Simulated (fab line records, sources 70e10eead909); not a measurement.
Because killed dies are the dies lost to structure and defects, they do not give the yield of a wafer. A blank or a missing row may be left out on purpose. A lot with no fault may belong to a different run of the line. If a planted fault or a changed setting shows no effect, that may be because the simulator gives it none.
fab line records -- flow nandHarc
record: lots: 6, wafers: 18, lastDay: 24
route steps=1159 shown A_BLC@967 END@1159
lots with no fault: from the same line, run without faults
startH: hours from the record's first day to the start of the lot's first wafer shown -- waitH: how many hours have passed since the lot's step before this one -- " repeats the value in the row above -- L1.1+2: several wafers, shown together as one row -- - no value, or no start given -- * or withheld: withheld -- < > ~ a bound
route shown NAME@n: names a module that has steps shown in the file, with the first one's number in the route -- usual: average and standard deviation across the fault-free wafers -- same: alike in all rows -- chamber/n: place in a boat -- sites: each site's reading -- _std_site: standard deviation of those values -- _edge_site: outer sites' mean less inner sites' -- radiusMm: how far each site lies from the wafer's centre -- mask NAME#n: copy n -- behind: the last tool/chamber to shape the wafer -- hold: what put the lot on hold/how long, in hours/how the hold closed -- device: the n, p or np transistor that did not switch -- end of line: the tests these same wafers got at the end of their route -- step lacking rows: just its recipe -- killed: not the wafer's yield, but the dies lost to structure and defects at the first sort -- map: dies across one wafer; x = killed, . = not, _ = none there
set.NAME: the setting the step ran with; set.NAME@STEP: the setting that earlier step ran with -- model.NAME: the simulator's own value behind a step, which no gauge read
lots seen at some steps along the route; tables by step, rows by wafer
services: when a tool's chamber went out of use (startH, in hours from the record's first day, below 0 if earlier), for how many hours, and the reason
== steps ==
step: NHARC_A_BLC_COAT_03
recipe: tempC: 225, timeS: 65
step: NHARC_A_BLC_COAT_04
recipe: spinRpm: 1500, resistThkNm: 90
step: NHARC_A_BLC_SOFTBAKE_05
recipe: tempC: 105, timeS: 55
step: NHARC_A_BLC_EBR_06
step: NHARC_A_BLC_EXPOSE_07
recipe: na: 1.35, targetCdNm: 100, doseMj: 67.97, maskId: A_BLC
step: NHARC_A_BLC_PEB_08
recipe: pebTempC: 100, pebTimeS: 65
step: NHARC_A_BLC_DEVELOP_09
recipe: developTimeS: 35, devTempC: 23
step: NHARC_A_BLC_CD_MEAS_10
recipe: targetCdNm: 100, landingEnergyEv: 500
usual: cdNm: 100.0/0.52
lot.wafer,tool,chamber,startH,waitH,cdNm
L707.2,cdSem-01,0,442.96,-,101.0
L707.4,cdSem-01,0,442.96,-,100.0
L707.6,cdSem-01,0,442.96,-,100.2
L710.3,cdSem-02,0,456.72,-,99.6
L710.5,cdSem-02,0,456.72,-,100.3
L710.6,cdSem-02,0,456.72,-,99.8
L713.1,cdSem-03,0,479.75,-,99.8
L713.2,cdSem-03,0,479.75,-,100.6
L713.6,cdSem-03,0,479.75,-,99.4
L715.4,cdSem-03,0,488.91,-,100.1
L715.5,cdSem-03,0,488.91,-,100.6
L715.6,cdSem-03,0,488.91,-,100.4
L718.1,cdSem-01,0,515.23,-,100.2
L718.2,cdSem-01,0,515.23,-,100.1
L718.5,cdSem-01,0,515.23,-,100.5
L717.1,cdSem-03,0,521.61,-,100.2
L717.3,cdSem-03,0,521.61,-,99.5
L717.5,cdSem-03,0,521.61,-,100.3
step: NHARC_A_BLC_OVL_MEAS_11
usual: overlayXNm: 0.0/0.8, overlayYNm: 0.3/0.99
lot.wafer,tool,chamber,startH,waitH,overlayXNm,overlayYNm
L707.2,overlay-02,-,443.04,-,0.5,0.2
L707.4,overlay-02,-,443.04,-,-0.5,0.4
L707.6,overlay-02,-,443.04,-,-0.4,-0.2
L710.3,overlay-01,-,456.80,-,-0.1,-0.8
L710.5,overlay-01,-,456.80,-,-0.1,-0.6
L710.6,overlay-01,-,456.80,-,0.1,0.0
L713.1,overlay-01,-,479.83,-,0.3,1.1
L713.2,overlay-01,-,479.83,-,0.3,0.6
L713.6,overlay-01,-,479.83,-,0.2,0.7
L715.4,overlay-02,-,489.00,-,0.7,-0.3
L715.5,overlay-02,-,489.00,-,1.0,-0.1
L715.6,overlay-02,-,489.00,-,0.9,0.1
L718.1,overlay-02,-,515.32,-,1.0,2.7
L718.2,overlay-02,-,515.32,-,1.0,2.5
L718.5,overlay-02,-,515.32,-,1.1,1.6
L717.1,overlay-02,-,521.70,-,0.7,0.6
L717.3,overlay-02,-,521.70,-,0.3,0.5
L717.5,overlay-02,-,521.70,-,0.9,0.7
step: NHARC_A_BLC_INSPECT_12
usual: rawDefectCount: 34/14
lot.wafer,tool,chamber,startH,waitH,rawDefectCount
L707.2,defectInspect-01,-,443.08,0.0,26
L707.4,defectInspect-01,-,443.08,0.0,29
L707.6,defectInspect-01,-,443.08,0.0,33
L710.3,defectInspect-02,-,456.84,0.0,39
L710.5,defectInspect-02,-,456.84,0.0,38
L710.6,defectInspect-02,-,456.84,0.0,32
L713.1,defectInspect-02,-,479.87,0.0,57
L713.2,defectInspect-02,-,479.87,0.0,66
L713.6,defectInspect-02,-,479.87,0.0,52
L715.4,defectInspect-01,-,489.03,0.0,29
L715.5,defectInspect-01,-,489.03,0.0,33
L715.6,defectInspect-01,-,489.03,0.0,51
L718.1,defectInspect-01,-,515.36,0.0,58
L718.2,defectInspect-01,-,515.36,0.0,72
L718.5,defectInspect-01,-,515.36,0.0,56
L717.1,defectInspect-01,-,521.74,0.0,32
L717.3,defectInspect-01,-,521.74,0.0,32
L717.5,defectInspect-01,-,521.74,0.0,34
step: NHARC_A_BLC_DESCUM_15
recipe: timeS: 3, o2FlowSccm: 200, arFlowSccm: 0, biasPowerW: 0, chemistry: O2
usual: drypumpMotorCurrentA: 5.7/0.51, oesProductAu: 0.997/0.0068, rfVppV: 57.9/0.88, showerheadPlenumPTorr: 1.91/0.086, throttleValvePct: 11.310/0.0088
same: timeS: 3
lot.wafer,tool,chamber,startH,waitH,drypumpMotorCurrentA,oesProductAu,rfHoursCounterH,rfVppV,showerheadPlenumPTorr,throttleValvePct
L707.2,rieDiel-12,3,443.15,0.1,5.7,1.000,8,58.3,1.97,11.304
L707.6,rieDiel-12,3,443.15,0.1,5.7,0.995,-,58.4,1.97,11.311
L707.4,rieDiel-12,1,443.15,0.1,5.5,1.001,-,57.7,1.98,11.319
L710.3,rieDiel-12,2,456.90,0.1,5.8,1.003,8,57.6,1.83,11.305
L710.6,rieDiel-12,2,456.90,0.1,5.8,1.020,-,57.7,1.83,11.304
L710.5,rieDiel-12,3,456.90,0.1,5.7,1.002,-,58.8,1.97,11.310
L713.1,rieDiel-05,2,479.93,0.1,6.3,0.992,14,58.4,2.01,11.305
L713.2,rieDiel-05,0,479.93,0.1,5.3,0.994,13,57.9,1.91,11.306
L713.6,rieDiel-05,2,479.93,0.1,6.3,0.997,-,57.6,2.01,11.306
L715.4,rieDiel-05,2,489.11,0.1,6.3,0.997,15,58.8,2.01,11.335
L715.6,rieDiel-05,0,489.11,0.1,5.3,0.998,-,56.9,1.91,11.321
L715.5,rieDiel-05,1,489.11,0.1,5.4,0.995,-,57.4,1.83,11.318
L718.2,rieDiel-05,0,515.42,0.1,5.3,0.998,17,58.5,1.91,11.326
L718.1,rieDiel-05,1,515.42,0.1,5.4,0.997,17,57.9,1.83,11.324
L718.5,rieDiel-05,1,515.42,0.1,5.4,0.996,-,57.8,1.83,11.319
L717.3,rieDiel-12,3,521.80,0.1,5.7,0.988,15,59.0,1.97,11.314
L717.1,rieDiel-12,0,521.80,0.1,6.7,0.990,13,58.8,1.84,11.310
L717.5,rieDiel-12,0,521.80,0.1,6.7,1.001,-,57.5,1.84,11.315
step: NHARC_A_BLC_ETCH_16
recipe: targetDepthA: 390, overEtchFrac: 0.3, timeS: 65, ionEnergyEv: 80, cf4FlowSccm: 150, arFlowSccm: 0, rfW: 300, biasW: 100, chemistry: CF4
usual: cf4FlowSccm: 150.1/0.42, drypumpMotorCurrentA: 5.7/0.5, oesProductAu: 0.998/0.0076, rfVppV: 151.2/1.2, runLengthS: 86.2/0.47, showerheadPlenumPTorr: 1.77/0.073, throttleValvePct: 13.284/0.0092
same: timeS: 65
lot.wafer,tool,chamber,startH,waitH,cf4FlowSccm,drypumpMotorCurrentA,oesProductAu,rfHoursCounterH,rfVppV,runLengthS,showerheadPlenumPTorr,throttleValvePct
L707.2,rieDiel-12,1,443.24,0.1,150.9,5.4,1.007,7,152.2,85.7,1.82,13.302
L707.4,rieDiel-12,1,443.24,0.1,150.8,5.4,1.004,-,152.7,86.1,1.82,13.275
L707.6,rieDiel-12,3,443.24,0.1,150.3,5.7,0.999,-,153.3,85.6,1.82,13.276
L710.3,rieDiel-12,0,456.99,0.1,150.5,6.7,0.983,6,149.9,87.2,1.71,13.275
L710.6,rieDiel-12,3,456.99,0.1,149.5,5.7,0.985,-,152.9,86.0,1.82,13.299
L710.5,rieDiel-12,0,456.99,0.1,149.7,6.7,0.991,-,149.7,86.7,1.71,13.285
L713.2,rieDiel-05,2,480.03,0.1,149.9,6.2,1.013,14,152.2,85.6,1.85,13.282
L713.1,rieDiel-05,3,480.03,0.1,150.4,5.6,1.000,14,148.5,86.0,1.65,13.290
L713.6,rieDiel-05,1,480.03,0.1,150.2,5.4,1.009,-,151.2,86.6,1.70,13.273
L715.4,rieDiel-05,2,489.19,0.1,149.9,6.2,1.004,15,152.3,86.0,1.85,13.277
L715.5,rieDiel-05,0,489.19,0.1,150.6,5.3,0.991,-,150.8,85.9,1.77,13.284
L715.6,rieDiel-05,1,489.19,0.1,149.8,5.4,1.001,-,150.2,86.7,1.70,13.280
L718.2,rieDiel-05,0,515.50,0.1,148.8,5.3,0.998,17,150.4,86.5,1.77,13.277
L718.1,rieDiel-05,3,515.50,0.1,150.4,5.7,0.998,18,150.9,86.2,1.64,13.268
L718.5,rieDiel-05,1,515.50,0.1,149.2,5.4,1.002,-,150.3,86.4,1.70,13.285
L717.1,rieDiel-12,0,521.88,0.1,149.7,6.7,0.995,13,151.2,87.0,1.71,13.280
L717.3,rieDiel-12,2,521.88,0.1,149.7,5.8,0.991,14,150.3,86.1,1.70,13.282
L717.5,rieDiel-12,1,521.88,0.1,150.4,5.4,0.990,-,151.4,86.1,1.82,13.284
step: NHARC_A_BLC_ETCH_17
recipe: targetDepthA: 3900, overEtchFrac: 0.25, timeS: 609.38, ionEnergyEv: 200, n2FlowSccm: 150, h2FlowSccm: 150, arFlowSccm: 0, rfW: 400, biasW: 150, chemistry: N2/H2
usual: drypumpMotorCurrentA: 5.7/0.5, oesProductAu: 0.997/0.0075, rfVppV: 430.5/2.6, runLengthS: 630.5/0.49, showerheadPlenumPTorr: 2.04/0.094, throttleValvePct: 14.172/0.01
lot.wafer,tool,chamber,startH,waitH,drypumpMotorCurrentA,oesProductAu,rfHoursCounterH,rfVppV,runLengthS,showerheadPlenumPTorr,throttleValvePct
L707.2,rieDiel-12,1,443.46,-,5.4,1.001,7,433.2,630.2,2.11,14.180
L707.6,rieDiel-12,2,443.46,-,5.8,0.996,-,427.8,568.1,1.95,14.183
L707.4,rieDiel-12,1,443.46,-,5.4,0.986,-,432.7,567.5,2.11,14.168
L710.3,rieDiel-12,1,457.16,-,5.5,0.991,8,433.5,568.2,2.11,14.162
L710.6,rieDiel-12,3,457.16,-,5.7,0.991,-,432.4,567.7,2.11,14.171
L710.5,rieDiel-12,0,457.16,-,6.8,0.980,-,429.2,631.3,1.96,14.180
L713.1,rieDiel-05,2,480.11,-,6.3,0.998,14,432.5,629.8,2.15,14.164
L713.2,rieDiel-05,3,480.11,-,5.7,0.995,14,426.8,630.4,1.88,14.167
L713.6,rieDiel-05,2,480.11,-,6.2,0.993,-,434.4,629.7,2.15,14.150
L715.4,rieDiel-05,1,489.31,-,5.4,0.987,15,427.0,630.8,1.95,14.160
L715.5,rieDiel-05,0,489.31,-,5.3,0.996,-,431.1,630.2,2.04,14.173
L715.6,rieDiel-05,1,489.31,-,5.4,0.995,-,428.3,631.2,1.95,14.176
L718.2,rieDiel-05,0,515.64,-,5.3,0.997,17,430.2,630.9,2.04,14.183
L718.1,rieDiel-05,2,515.64,-,6.2,1.015,18,434.3,629.9,2.15,14.179
L718.5,rieDiel-05,3,515.64,-,5.6,0.996,-,425.1,630.7,1.88,14.167
L717.3,rieDiel-12,1,522.02,-,5.4,0.987,15,432.1,630.4,2.11,14.178
L717.1,rieDiel-12,3,522.02,-,5.7,0.992,15,432.7,630.2,2.10,14.169
L717.5,rieDiel-12,1,522.02,-,5.4,0.988,-,432.5,630.3,2.11,14.187
step: NHARC_A_BLC_ETCH_18
recipe: targetDepthA: 9100, c4f8FlowSccm: 20, o2FlowSccm: 10, arFlowSccm: withheld, rfW: 600, biasW: 1500, chemistry: C4F8/O2/Ar
usual: oesProductAu: 0.946/0.021, rfVppV: 978/5.9
lot.wafer,tool,chamber,startH,waitH,oesProductAu,rfHoursCounterH,rfVppV
L707.2,rieDiel-12,1,-,-,0.953,7,981
L707.6,rieDiel-12,2,-,-,0.951,-,972
L707.4,rieDiel-12,1,-,-,0.954,-,980
L710.3,rieDiel-12,2,-,-,0.956,8,973
L710.6,rieDiel-12,3,-,-,0.956,-,984
L710.5,rieDiel-12,0,-,-,0.973,-,974
L713.1,rieDiel-05,3,-,-,0.924,14,967
L713.2,rieDiel-05,0,-,-,0.931,13,978
L713.6,rieDiel-05,0,-,-,0.923,-,977
L715.4,rieDiel-05,1,-,-,0.965,15,972
L715.5,rieDiel-05,0,-,-,0.963,-,977
L715.6,rieDiel-05,1,-,-,0.961,-,974
L718.2,rieDiel-05,2,-,-,0.923,18,986
L718.1,rieDiel-05,3,-,-,0.931,18,969
L718.5,rieDiel-05,1,-,-,0.928,-,972
L717.1,rieDiel-12,0,-,-,0.954,13,974
L717.3,rieDiel-12,1,-,-,0.922,15,982
L717.5,rieDiel-12,0,-,-,0.968,-,973
step: NHARC_END_SORT_01
recipe: tempC: 25
usual: killedAtArray: 26/9.6, killedAtOther: 0.7/0.92, killedAtPeriphery: 3.8/2.7, killedDies: 31/10, killedOpen: 3.3/1.7, killedShort: 1.8/1.3
same: grossDies: 677
lot.wafer,tool,chamber,startH,waitH,killedAtArray,killedAtOther,killedAtPeriphery,killedDies,killedOpen,killedShort
L710.3,prober-02,0,507.38,3.1,27,1,1,29,2,2
L710.5,prober-02,0,509.00,3.7,31,0,2,33,4,1
L710.6,prober-02,0,509.81,4.1,27,0,1,28,1,3
killed by level:class
L710.3 A_SLIT:chamberFilmFlake=13 A_STAIRCASE:chamberFilmFlake=6 A_CHANNEL_FILL_D1:chamberFilmFlake=3 A_CHANNEL_HOLE_D1:chamberFilmFlake=2 A_CHANNEL_HOLE_D1:geometricParticle:short=1 A_CONTACT:geometricParticle:open=1 A_BLC:geometricParticle:short=1 STARTING-WAFER:geometricParticle:open=1
L710.5 A_SLIT:chamberFilmFlake=10 A_STAIRCASE:chamberFilmFlake=7 A_CHANNEL_FILL_D1:chamberFilmFlake=4 A_CHANNEL_HOLE_D1:chamberFilmFlake=3 P_CONTACT:geometricParticle:open=1 A_SOURCE_PLATE:geometricParticle:short=1 A_ONON_D1:geometricParticle:open=1 A_CHANNEL_FILL_D1:geometricParticle:open=1
L710.6 A_SLIT:chamberFilmFlake=12 A_STAIRCASE:chamberFilmFlake=8 A_WL_FILL:geometricParticle:short=2 P_CONTACT:geometricParticle:open=1 A_CONTACT:geometricParticle:short=1 A_ZERO_WELL:chamberFilmFlake=1 A_CHANNEL_HOLE_D1:chamberFilmFlake=1 A_CONTACT:chamberFilmFlake=1
== services ==
tool,chamber,startH,hours,kind
rieDiel-05,0,423.10,-,clean
rieDiel-05,1,423.10,-,clean
rieDiel-05,2,423.10,-,clean
rieDiel-05,3,423.10,-,clean
rieDiel-12,0,430.89,16.2,repair
rieDiel-12,1,437.47,-,clean
rieDiel-12,2,437.47,-,clean
rieDiel-12,3,437.47,-,clean
rieDiel-05,0,447.60,-,clean
rieDiel-05,1,447.60,-,clean
rieDiel-05,2,447.60,-,clean
rieDiel-05,3,447.60,-,clean
rieDiel-12,0,461.97,-,clean
rieDiel-12,1,461.97,-,clean
rieDiel-12,2,461.97,-,clean
rieDiel-12,3,461.97,-,clean
rieDiel-05,0,472.10,-,clean
rieDiel-05,1,472.10,-,clean
rieDiel-05,2,472.10,-,clean
rieDiel-05,3,472.10,-,clean
rieDiel-12,0,486.47,-,clean
rieDiel-12,1,486.47,-,clean
rieDiel-05,1,493.70,6.0,repair
rieDiel-05,-,517.60,9.0,pm
== key ==
firstSign: step: NHARC_A_BLC_ETCH_17, reading: runLengthS, direction: down, sigmas: 99+, usual: *, struck: *
effect none on later readings
metAt NHARC_A_BLC_ETCH_17
struckWafers L707.4,L707.6,L710.3,L710.6
testerLeftOut L707,L710
fault: kind: processParameterDrift, tool: rieDiel-12, chamber: -, onsetH: 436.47, steps: NHARC_A_BLC_ETCH_17, channel: timeS, offset: *, shape: step, endH: 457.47, scope: struckWafersOnly, actsIn: *, stated: *
testerLeftOut: of these lots the tester's yield and bins aren't shown, on N5 and GAA mostly nor the transistor test; their killed dies are dies lost to structure and defects alone, not to doping, threshold or leakage, so they don't give the yield
